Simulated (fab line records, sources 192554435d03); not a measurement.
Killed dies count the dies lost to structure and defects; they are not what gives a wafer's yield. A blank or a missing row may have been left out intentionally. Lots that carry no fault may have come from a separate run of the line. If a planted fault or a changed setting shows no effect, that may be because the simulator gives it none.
Split-lot trial | flow n5Finfet | 21 wafers read from 7 lots, route of 1938 steps

== ABOUT THE SPLIT ==
At N5_BEOL_M9_ETCH_62 (etches SOC in N2/H2, target depth 110 nm, overetch 22 nm, time 165 s), the setting timeS was moved away from the recipe's 165 s on 5 of the 21 wafers read, by -18.3% to +12.7%. The other wafers ran this setting at the recipe's value.

The split's own step is where the reading is taken.

== THE READING ==
SiARC_of_BEOL_M9_COAT_60.thkNm (the simulator's own value, which no gauge read), in nm, at N5_BEOL_M9_ETCH_62 (etches SOC in N2/H2, target depth 110 nm, overetch 22 nm, time 165 s). The file does not state a usual value for it. Here, 16 wafers ran the recipe; their average is 23.5 nm with a standard deviation of 0.5 nm.

wafer  | tool, chamber at the split | timeS as run, s | against the recipe | SiARC_of_BEOL_M9_COAT_60.thkNm, nm | against lot-mates on the recipe
L074.3 | rieDiel-05, 0,2            | 165             | recipe             | 23.6                               | -
L074.6 | rieDiel-05, 0,2            | 165             | recipe             | 23.6                               | -
L074.4 | rieDiel-05, 1              | 147.7           | -10.5%             | 24                                 | +0.4
L083.2 | rieDiel-05, 1              | 186             | +12.7%             | 22.2                               | -1.4
L083.6 | rieDiel-05, 1              | 186             | +12.7%             | 22.2                               | -1.4
L083.3 | rieDiel-05, 2              | 165             | recipe             | 23.6                               | -
L084.1 | rieDiel-05, 3,2,3          | 165             | recipe             | 23.6                               | -
L084.2 | rieDiel-05, 3,2,3          | 165             | recipe             | 23.6                               | -
L084.5 | rieDiel-05, 3,2,3          | 165             | recipe             | 23.6                               | -
L085.1 | rieDiel-05, 1              | 165             | recipe             | 23                                 | -
L085.2 | rieDiel-05, 2              | 165             | recipe             | 22.4                               | -
L085.6 | rieDiel-05, 3              | 165             | recipe             | 22.6                               | -
L089.1 | rieDiel-05, 3              | 165             | recipe             | 23                                 | -
L089.2 | rieDiel-05, 1              | 165             | recipe             | 23.4                               | -
L089.4 | rieDiel-05, 2              | 177.8           | +7.8%              | 22.6                               | -0.6
L092.2 | rieDiel-05, 3,0            | 165             | recipe             | 23.8                               | -
L092.4 | rieDiel-05, 3,0            | 165             | recipe             | 23.8                               | -
L092.6 | rieDiel-05, 2              | 165             | recipe             | 23.6                               | -
L096.2 | rieDiel-05, 2              | 134.8           | -18.3%             | 25.8                               | +1.7
L096.4 | rieDiel-05, 3              | 165             | recipe             | 24.6                               | -
L096.5 | rieDiel-05, 2              | 165             | recipe             | 23.6                               | -
When a row names more than one chamber, that row covers several wafers, and the file does not tell which wafer ran in which chamber.

THE FIT
A straight line over all 21 wafers: SiARC_of_BEOL_M9_COAT_60.thkNm changes by -0.105 nm for each +1% of timeS; r = -0.82; the points scatter about the line by 0.49 nm.
The same after taking each lot's own level away (the mean of its wafers on the recipe; 21 wafers): -0.091 nm for each +1%; r = -0.92; scatter 0.25 nm.
Per that fit: largest timeS move, reading shift of 1.7 nm.
Measured against the standard deviation above, the lots' own levels, which go from 22.67 to 24.10 nm, span 2.9 times it.
In other words, the slope is changed by the lot-to-lot level; the two fits disagree.
Check: for one of the wafers moved furthest among these (-18.3%), held out of the fit, the line's prediction against its lot-mates is +1.56 nm. Against them it came out at +1.7 nm.

== ADDITIONAL SPLITS CARRIED BY THESE WAFERS ==
Before the reading, these wafers also passed through other splits. Each is held against what the fit with the lots' levels taken away leaves over:
other split on the same wafers | wafers away from the commonest value | r with SiARC_of_BEOL_M9_COAT_60.thkNm (lot level and that fit taken away)
N5_BEOL_M8_ETCH_62 sourceW     | 6                                    | +0.18
N5_BEOL_M9_COAT_60 spinRpm     | 8                                    | -0.38

== THE FILE'S OWN FIT ==
SiARC_of_BEOL_M9_COAT_60.thkNm changes by -0.0866 nm for each +1% of timeS, r = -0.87.
